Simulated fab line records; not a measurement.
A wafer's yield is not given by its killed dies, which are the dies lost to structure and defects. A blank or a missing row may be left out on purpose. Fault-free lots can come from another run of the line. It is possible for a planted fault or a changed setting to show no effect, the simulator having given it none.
Which tool did it? | flow n5Finfet | 18 wafers from 6 lots sampled at 4 of the route's 1938 steps

WHAT THE GAUGES READ, wafer by wafer
N5_STI_FIN_REVEAL_CD_MEAS_22: target cd 6.238 nm, pitch 28 nm.
lot  | measured    | on       | cdNm (nm)
L115 | day 2 18:11 | cdSem-03 | 6.47 6.46 6.77
L118 | day 3 12:41 | cdSem-03 | 6.00 6.37 6.31
L121 | day 4 07:31 | cdSem-03 | 5.96 5.86 6.61
L125 | day 5 06:46 | cdSem-01 | 6.06 6.51 6.31
L134 | day 7 11:50 | cdSem-01 | 6.37 6.61 6.42
L137 | day 8 07:19 | cdSem-01 | 6.67 6.21 6.48

EACH LOT AND THE TOOL THAT RAN IT (in order: tool; ch and the chambers of the sampled wafers; start)
lot  | N5_FIN_CUT_PRECLEAN_35           | N5_STI_FIN_REVEAL_RECESS_09      | N5_STI_FIN_REVEAL_OXIDATION_31
L115 | vaporEtch-01 ch 0,1, day 2 09:08 | vaporEtch-02 ch 0,1, day 2 15:25 | plasmaAsher-01 ch 0,1, day 2 17:34
L118 | vaporEtch-02 ch 0,1, day 3 03:13 | vaporEtch-01 ch 0,1, day 3 10:01 | plasmaAsher-01 ch 0,1, day 3 12:10
L121 | vaporEtch-02 ch 0,1, day 3 22:26 | vaporEtch-01 ch 0,1, day 4 04:47 | plasmaAsher-01 ch 0,1, day 4 06:56
L125 | vaporEtch-02 ch 0,1, day 4 21:16 | vaporEtch-01 ch 0,1, day 5 04:06 | plasmaAsher-02 ch 0,1, day 5 06:15
L134 | vaporEtch-02 ch 0,1, day 7 02:50 | vaporEtch-01 ch 0,1, day 7 09:10 | plasmaAsher-02 ch 0,1, day 7 11:19
L137 | vaporEtch-02 ch 0,1, day 7 22:05 | vaporEtch-01 ch 0,1, day 8 04:38 | plasmaAsher-02 ch 0,1, day 8 06:47
- N5_FIN_CUT_PRECLEAN_35: cleans in vHF, time 13.3 s.
- N5_STI_FIN_REVEAL_RECESS_09: chemistry HF/NH3, target SiO2, afs cycles 11, target depth 42.5 nm, sublimation time 60 s.
- N5_STI_FIN_REVEAL_OXIDATION_31: chemistry O2 PLASMA REMOTE, time 20 s.

THE ANSWER, worked out from the rows above alone
Rule: the lots themselves supply what counts as usual. Put in order of their means at a reading, lots are off if they are a third of the lots or fewer, leave a main group of 4 or more, and stand apart from it by a gap of 3 or more times the standard deviation of the main group's means; of several such gaps the widest counts. If all means in a main group match to the digits the tables above print for the reading, that group is not used. A lot without any number at a reading at which 4 lots or more have one is off too. Any other lot the step has rows for is counted as sound.
No lot is off on any of the readings shown, so nothing can be concluded from this.

WHAT THE SIMULATOR HAD INSERTED
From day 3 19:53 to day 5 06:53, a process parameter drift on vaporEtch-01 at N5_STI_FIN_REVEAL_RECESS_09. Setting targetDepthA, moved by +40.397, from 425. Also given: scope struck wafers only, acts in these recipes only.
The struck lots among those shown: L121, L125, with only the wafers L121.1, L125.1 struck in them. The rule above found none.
